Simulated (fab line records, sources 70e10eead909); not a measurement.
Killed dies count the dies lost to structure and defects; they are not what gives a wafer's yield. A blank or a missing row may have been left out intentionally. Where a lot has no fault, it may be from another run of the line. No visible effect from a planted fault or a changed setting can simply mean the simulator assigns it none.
A single fault, viewed from 3 desks | flow nandHarc | each desk has only its own numbers; what lay behind them comes last

== DESK OF THE TOOL OWNER: lithoTrack-06 ==
The tool's own readings at NHARC_P_M0_PEB_07 (peb time 65 s): means of the sampled wafers that have a number, for each lot that ran on this tool. If a lot's mean is further than 4 standard deviations from the usual mean, the lot is out of limits and carries the mark OUT (the distance appears in the brackets).
Columns: A = heaterPowerTotalW at NHARC_P_M0_PEB_07, usual 156.6 W
lot  | first seen here | A
L808 | day 6 12:39     | 156.8
L813 | day 7 15:44     | 160.2 (+8.8) OUT
L814 | day 7 18:58     | 159.8 (+7.9) OUT
L815 | day 7 20:30     | 160.5 (+9.5) OUT
L827 | day 10 23:15    | 156.7
This desk's finding: out of limits on L813, L814, L815; first on L813, day 7 15:44 (heaterPowerTotalW at NHARC_P_M0_PEB_07). L808, L827: within limits.

== THE DEFECT DESK ==
What the inspections along the route counted, lot by lot: means of the sampled wafers that have a number. If a lot's mean is further than 4 standard deviations from the usual mean, the lot is out of limits and carries the mark OUT (the distance appears in the brackets).
Columns: A = rawDefectCount at NHARC_P_CONTACT_INSPECT_27, usual 272
lot  | first seen here | A
L806 | day 5 12:48     | 315
L808 | day 6 11:49     | 292
L807 | day 6 12:22     | 278
L810 | day 6 14:23     | 301
L813 | day 7 14:51     | 328
L814 | day 7 18:08     | 371
L815 | day 7 19:15     | 239
L820 | day 9 01:02     | 265
L823 | day 9 23:31     | 340
L824 | day 10 11:01    | 282
L827 | day 10 22:26    | 233
L826 | day 10 22:56    | 421
L828 | day 11 16:26    | 192
This desk's verdict: no lot among the 13 shows anything out of limits.

== THE METROLOGY DESK ==
Lot by lot, what the gauges showed, no matter which tool ran the lot: averages of those sampled wafers that carry a number. If a lot's mean is further than 4 standard deviations from the usual mean, the lot is out of limits and carries the mark OUT (the distance appears in the brackets).
Columns: A = cdNm at NHARC_P_M0_CD_MEAS_09, usual 90.3 nm
lot  | first seen here | A
L806 | day 5 13:44     | 90.3
L808 | day 6 12:44     | 91.0
L807 | day 6 13:16     | 90.3
L810 | day 6 15:09     | 89.9
L813 | day 7 15:49     | 89.5
L814 | day 7 19:03     | 88.1
L815 | day 7 20:35     | 88.8
L820 | day 9 01:50     | 90.8
L823 | day 10 00:17    | 89.3
L824 | day 10 11:50    | 89.8
L827 | day 10 23:20    | 90.9
L826 | day 10 23:50    | 90.8
L828 | day 11 17:12    | 89.9
This desk's verdict: no lot among the 13 shows anything out of limits.

== PUT TOGETHER ==
The tool owner's desk had the chance to raise an alarm at day 7 15:44 on L813, L814, L815.
No out-of-limits result turned up at the defect desk.
From the metrology desk's view, nothing was out of limits.
The defect desk has L813, L814, L815 on record, within its limits.
The metrology desk has L813, L814, L815 on record, within its limits.
Of the lots named, all ran NHARC_P_M0_PEB_07 on lithoTrack-06.

== WHAT THE SIMULATOR HAD INSERTED ==
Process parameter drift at NHARC_P_M0_PEB_07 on lithoTrack-06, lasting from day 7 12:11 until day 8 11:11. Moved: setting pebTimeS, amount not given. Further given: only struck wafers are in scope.
Shown lots that were struck: L813, L814, L815.
Hours from the fault's start to each desk's first reading out of limits: the tool owner's desk, 4.
